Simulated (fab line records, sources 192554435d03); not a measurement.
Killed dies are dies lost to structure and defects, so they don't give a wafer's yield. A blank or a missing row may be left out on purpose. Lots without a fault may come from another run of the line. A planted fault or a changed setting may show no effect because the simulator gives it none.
Chamber matching | flow n5_finfet | N5_BEOL_M8_ETCH_72 on rie_diel-01: 4 sister chambers
The step etches underlayer in N2/H2, target depth 6.5 nm, time 5.2 s. 20 wafers are shown with their chamber, then 10 later ones without.

WAFERS WITH THEIR CHAMBER
wafer  | chamber | drypump_motor_current_A (A) | showerhead_plenum_p_Torr (Torr) | throttle_valve_pct (%)
L075.2 | 1       | 6.2                         | 2.67                            | 17.97
L075.3 | 2       | 4.9                         | 2.42                            | 17.98
L075.5 | 2       | 4.9                         | 2.42                            | 17.94
L077.1 | 3       | 5.1                         | 2.48                            | 17.53
L077.2 | 1       | 6.1                         | 2.67                            | 17.94
L077.5 | 0       | 6.8                         | 2.51                            | 17.83
L080.1 | 0       | 6.8                         | 2.51                            | 17.86
L080.3 | 3       | 5.1                         | 2.47                            | 17.56
L080.4 | 2       | 4.9                         | 2.42                            | 17.99
L079.2 | 2       | 4.9                         | 2.42                            | 17.97
L079.3 | 3       | 5.1                         | 2.47                            | 17.59
L079.4 | 1       | 6.2                         | 2.67                            | 18.00
L090.2 | 2       | 4.9                         | 2.41                            | 17.99
L090.4 | 3       | 5.1                         | 2.47                            | 17.62
L090.6 | 3       | 5.1                         | 2.47                            | 17.58
L087.1 | 0       | 6.8                         | 2.51                            | 17.87
L087.4 | 1       | 6.2                         | 2.66                            | 18.05
L087.5 | 0       | 6.8                         | 2.50                            | 17.89
L089.1 | 0       | 6.8                         | 2.50                            | 17.87
L089.3 | 3       | 5.1                         | 2.47                            | 17.61

SIGNATURES (means of the wafers above)
reading                  | chamber 0 | chamber 1 | chamber 2 | chamber 3 | scatter within a chamber
drypump_motor_current_A  | 6.800     | 6.175     | 4.900     | 5.100     | 0.0217
showerhead_plenum_p_Torr | 2.5060    | 2.6675    | 2.4180    | 2.4717    | 0.00473
throttle_valve_pct       | 17.8640   | 17.9900   | 17.9740   | 17.5817   | 0.0313
Rule: a wafer's distance from a chamber is the root of the sum, over the readings, of the square of ((its reading less the chamber's mean) divided by the reading's scatter). The wafer belongs to the nearest chamber; if the next one is less than 2 further off, it can't be placed. The scatter: the root of (the sum of the squares of (reading less its chamber's mean) over the shown wafers, divided by (wafers less chambers)).

WAFERS WITHOUT THEIR CHAMBER
wafer  | drypump_motor_current_A (A) | showerhead_plenum_p_Torr (Torr) | throttle_valve_pct (%)
L089.5 | 4.9                         | 2.41                            | 18.02
L091.1 | 6.1                         | 2.66                            | 18.02
L091.5 | 4.9                         | 2.41                            | 18.04
L091.6 | 5.1                         | 2.47                            | 17.61
L094.2 | 4.9                         | 2.41                            | 18.03
L094.4 | 6.8                         | 2.50                            | 17.91
L094.6 | 6.8                         | 2.50                            | 17.91
L095.1 | 6.1                         | 2.65                            | 18.04
L095.4 | 6.2                         | 2.65                            | 18.05
L095.5 | 6.8                         | 2.50                            | 17.93

WHICH CHAMBER EACH WENT THROUGH
wafer  | from the rows above | in truth
L089.5 | 2                   | 2
L091.1 | 1                   | 1
L091.5 | 2                   | 2
L091.6 | 3                   | 3
L094.2 | 2                   | 2
L094.4 | 0                   | 0
L094.6 | 0                   | 0
L095.1 | 1                   | 1
L095.4 | 1                   | 1
L095.5 | 0                   | 0
Placed correctly: 10 of 10. Can't be placed from these rows: 0. Placed wrongly: 0.
